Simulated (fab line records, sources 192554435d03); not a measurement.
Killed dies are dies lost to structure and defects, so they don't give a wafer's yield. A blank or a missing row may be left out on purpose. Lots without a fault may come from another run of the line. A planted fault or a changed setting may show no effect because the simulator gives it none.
A struck lot beside a sound one | flow n5_finfet | 14 steps out of a route of 1938
Sound: wafers L834.4, L834.5, L834.6. Struck: wafers L836.1, L836.4. (L836.5 of the same lot was not struck and is left out.) The cause comes at the end.
At each step with rows: each side's tool, then ch and its chambers, then its first start. Under that, the readings that differ: sound wafers | struck wafers | difference of the means | sigmas: that difference in standard deviations of wafers without a fault.
alike: readings whose means differ by less than 2 such deviations, and words and numbers that are the same on both sides. not compared: withheld readings, readings that some wafer has no value for, bounds like >300 that may hide the same value, and numbers for which the record gives no deviation and whose values overlap.
The two part at a step that has a row with sigmas, a row that says differs or no value, or rows on one side only. Numbers that don't overlap but have no deviation are shown without sigmas and don't part them. A reading that every wafer of one side lacks parts them only if that side has two wafers or more.

N5_BEOL_M7_OVL_MEAS_29:
  sound on overlay-02 ch 0, day 10 18:43; struck on overlay-01 ch 0, day 12 01:45
  alike: V6_OVL
N5_BEOL_M7_INSPECT_30: inspects for defects (brightfield).
  sound on defect_inspect-01, day 10 18:45; struck on defect_inspect-01, day 12 01:49
  alike: raw_defect_count
N5_BEOL_M7_DESCUM_33: chemistry O2, time 7 s.
  sound on rie_diel-04 ch 0,1, day 10 19:24; struck on rie_diel-04 ch 2,3, day 12 01:50
  alike: drypump_motor_current_A, oes_product_au, rf_vpp_V, showerhead_plenum_p_Torr, throttle_valve_pct
  not compared: rf_hours_counter_h
N5_BEOL_M7_ETCH_72: etches underlayer in N2/H2, target depth 6.5 nm, time 5.2 s.
  sound on rie_diel-04 ch 0,1, day 10 19:26; struck on rie_diel-04 ch 2,3, day 12 01:53
  alike: drypump_motor_current_A, etch_rf_on_time_s, h2_flow_sccm, oes_product_au, rf_vpp_V, showerhead_plenum_p_Torr, throttle_valve_pct
  not compared: rf_hours_counter_h
N5_BEOL_M7_ETCH_65: etches SiARC in CF4, target depth 15.6 nm, time 26 s.
  sound on rie_diel-04 ch 0,1, day 10 19:27; struck on rie_diel-04 ch 2,3, day 12 01:54
  alike: drypump_motor_current_A, etch_rf_on_time_s, mfc_ar_sccm, oes_product_au, rf_vpp_V, showerhead_plenum_p_Torr, throttle_valve_pct
  not compared: rf_hours_counter_h
N5_BEOL_M7_ETCH_66: etches SOC in N2/H2, target depth 80 nm, overetch 16 nm, time 120 s.
  sound on rie_diel-04 ch 0,1, day 10 19:29; struck on rie_diel-04 ch 2,3, day 12 01:55
  alike: drypump_motor_current_A, h2_flow_sccm, oes_product_au, rf_vpp_V, showerhead_plenum_p_Torr, throttle_valve_pct
  not compared: rf_hours_counter_h
then, 4 steps without rows for these wafers: N5_BEOL_M7_STRIP_69 (strips in N2/H2); N5_BEOL_M7_STRIP_73 (strips in N2/H2); N5_BEOL_M7_VIA_ETCH_34 (etches SiCOH lowk in C4F6/O2, target depth 125.5 nm, time 50.5 s); N5_BEOL_M7_STRIP_76 (strips in C4F6/O2).
N5_BEOL_M7_STRIP_36: strips in N2/H2.
  sound on rie_diel-04 ch 0,1, day 10 19:38; struck on rie_diel-04 ch 2,3, day 12 02:05
  alike: drypump_motor_current_A, h2_flow_sccm, oes_product_au, rf_vpp_V, showerhead_plenum_p_Torr, throttle_valve_pct
  not compared: rf_hours_counter_h
then, 1 step without rows for these wafers: N5_BEOL_M7_TRENCH_ETCH_37 (etches SiCOH lowk in C4F6/O2, target depth 93.478 nm, time 31.2 s).
N5_BEOL_M7_ETCH_41: etches SiCN in CH3F/O2, target depth 31.9 nm, time 57.8 s.
  sound on rie_diel-04 ch 0,1, day 10 19:42; struck on rie_diel-04 ch 2,3, day 12 02:09
  reading                  | sound             | struck      | difference | sigmas
  oes_product_au (a.u.)    | 0.74 0.77 0.74    | 0.92 1.13   | +0.27      | +3
  model.etch.depth_nm (nm) | 21.64 21.95 21.88 | 30.17 30.49 | +8.51      |
  alike: drypump_motor_current_A, mfc_ar_sccm, rf_vpp_V, showerhead_plenum_p_Torr, throttle_valve_pct
  not compared: rf_hours_counter_h
then, 1 step without rows for these wafers: N5_BEOL_M7_STRIP_80 (strips in N2/H2, time 10 s).

WHERE THEY PART
Only at N5_BEOL_M7_ETCH_41, within this record.

WHY: what the simulator had put in
Process parameter drift: rie_diel-04, from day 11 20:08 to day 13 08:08, at N5_BEOL_M7_ETCH_41. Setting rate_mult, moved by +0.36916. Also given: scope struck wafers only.
